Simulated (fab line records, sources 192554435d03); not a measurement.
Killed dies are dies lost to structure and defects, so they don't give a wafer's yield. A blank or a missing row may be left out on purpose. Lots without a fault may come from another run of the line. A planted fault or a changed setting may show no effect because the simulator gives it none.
A struck lot beside a sound one | flow n5_finfet | 37 steps out of a route of 1938
Sound: wafers L841.2, L841.3, L841.4. Struck: wafer L840.6. (L840.3 of the same lot was not struck and is left out.) The cause comes at the end.
At each step with rows: each side's tool, then ch and its chambers, then its first start. Under that, the readings that differ: sound wafers | struck wafers | difference of the means | sigmas: that difference in standard deviations of wafers without a fault.
alike: readings whose means differ by less than 2 such deviations, and words and numbers that are the same on both sides. not compared: withheld readings, readings that some wafer has no value for, bounds like >300 that may hide the same value, and numbers for which the record gives no deviation and whose values overlap.
The two part at a step that has a row with sigmas, a row that says differs or no value, or rows on one side only. Numbers that don't overlap but have no deviation are shown without sigmas and don't part them. A reading that every wafer of one side lacks parts them only if that side has two wafers or more.

first, 9 steps without rows for these wafers: N5_BEOL_M12_PRE_CLEAN_42 (time 30 s); N5_BEOL_M12_SPUTTER_43 (material TaN, target thk 15 nm, time 24.19 s); N5_BEOL_M12_SPUTTER_44 (material Ta, target thk 10 nm, time 16.13 s); N5_BEOL_M12_SPUTTER_45 (material Cu, target thk 80 nm, time 13.33 s); N5_BEOL_M12_ECD_47 (material Cu, target thk 720 nm); N5_BEOL_M12_ANNEAL_48 (time 90 s); N5_BEOL_M12_CMP_49 (polishes, stops on SiOC, t overpolish 20.6 s, target thk 320 nm); N5_BEOL_M12_PRE_CLEAN_52 (time 15 s); N5_BEOL_M12_DEP_53 (deposits SiCN from 3MS/NH3, target thk 30 nm, time 10.5 s).
N5_BEOL_M13_ILD_DEP_00: deposits SiOC from DEMS/O2, target thk 837.92 nm, time 166.4 s.
  sound on pecvd-02 ch 0,1,2, day 17 21:11; struck on pecvd-04 ch 2, day 17 14:17
  reading                                       | sound             | struck | difference | sigmas
  run_length_s (s)                              | 211.8 210.8 212.1 | 238.2  | +26.6      | +57
  model.SiOC_of_BEOL_M13_ILD_DEP_00.thk_nm (nm) | 831 823 851.4     | 987.4  | +152.3     |
  alike: heater_power_w, showerhead_plenum_p_Torr, throttle_valve_pct
N5_BEOL_M13_THK_MEAS_01:
  sound on film_metro-02, day 17 21:20; struck on film_metro-01, day 17 14:26
  reading          | sound       | struck | difference | sigmas
  M13_ILD_THK (nm) | 831 823 851 | 987    | +152       | +14
then, 10 steps without rows for these wafers: N5_BEOL_M13_COAT_58 (time 60 s, resist thk 89 nm); N5_BEOL_M13_COAT_04 (resist thk 400 nm); N5_BEOL_M13_EBR_06; N5_BEOL_M13_SOFTBAKE_05 (time 60 s); N5_BEOL_M13_EXPOSE_07 (exposes mask V12); N5_BEOL_M13_PEB_08 (peb time 90 s); N5_BEOL_M13_DEVELOP_09 (develop time 45 s); N5_BEOL_M13_HARDBAKE_14 (time 120 s); N5_BEOL_M13_DESCUM_15 (chemistry O2, time 7.9 s); N5_BEOL_M13_ETCH_59 (etches BARC in N2/H2, target depth 89 nm, overetch 26.7 nm, time 67.9 s).
N5_BEOL_M13_VIA_ETCH_16: etches SiOC in C4F8/O2/Ar, target depth 921.7 nm.
  sound on rie_diel-06 ch 1,2,3, day 17 22:14; struck on rie_diel-05 ch 2, day 17 15:03
  reading                                    | sound          | struck | difference | sigmas
  model.etch.depth_nm (nm)                   | 831 823 851.3  | 987.4  | +152.3     |
  model.coat_of_BEOL_M13_COAT_04.thk_nm (nm) | 72.2 75.8 64.4 | 27     | -44        |
  alike: drypump_motor_current_A, oes_product_au, rf_vpp_V, showerhead_plenum_p_Torr, throttle_valve_pct
N5_BEOL_M13_STRIP_63: strips in N2/H2.
  sound on plasma_asher-01 ch 0,1, day 17 22:29; struck on plasma_asher-02 ch 0, day 17 15:18
  reading                      | sound             | struck | difference | sigmas
  oes_product_au (a.u.)        | 0.672 0.671 0.663 | 0.632  | -0.037     | -7
  strip_time_to_endpoint_s (s) | 28.3 29.3 26.0    | 14.0   | -13.9      | -13
  alike: drypump_motor_current_A, heater_power_w
  not compared: rf_hours_counter_h
then, 12 steps without rows for these wafers: N5_BEOL_M13_STRIP_64 (strips in N2/H2); N5_BEOL_M13_STRIP_71 (strips in post etch residue remover, time 60 s); N5_BEOL_M13_SRD_72 (time 30 s, dry time 30 s); N5_BEOL_M13_COAT_65 (time 60 s, resist thk 350 nm); N5_BEOL_M13_COAT_66 (time 60 s, resist thk 110 nm); N5_BEOL_M13_COAT_22 (resist thk 300 nm); N5_BEOL_M13_EBR_24; N5_BEOL_M13_SOFTBAKE_23 (time 60 s); N5_BEOL_M13_EXPOSE_25 (exposes mask M13, target cd 210 nm); N5_BEOL_M13_PEB_26 (peb time 90 s); N5_BEOL_M13_DEVELOP_27 (develop time 45 s); N5_BEOL_M13_HARDBAKE_32 (time 120 s).
N5_BEOL_M13_CMP_49: polishes, stops on SiOC, t overpolish 17.1 s, target thk 420 nm.
  sound on cmp-04 ch 0,1,3, day 18 03:11; struck on cmp-04 ch 2, day 17 19:29
  reading                                       | sound           | struck | difference | sigmas
  model.SiOC_of_BEOL_M13_ILD_DEP_00.thk_nm (nm) | 771.2 765.8 795 | 930    | +153       |
  alike: head_pressure_psi, motor_current_A
then, 1 step without rows for these wafers: N5_PASSIVATION_PROBE_49.

WHERE THEY PART
First at N5_BEOL_M13_ILD_DEP_00; last, within this record, at N5_BEOL_M13_STRIP_63. Later steps at which nothing parts them and some readings are alike: N5_BEOL_M13_CMP_49.

WHY: what the simulator had put in
Process parameter drift: pecvd-04, from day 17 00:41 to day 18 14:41, at N5_BEOL_M13_ILD_DEP_00. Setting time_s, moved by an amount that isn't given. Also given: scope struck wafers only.
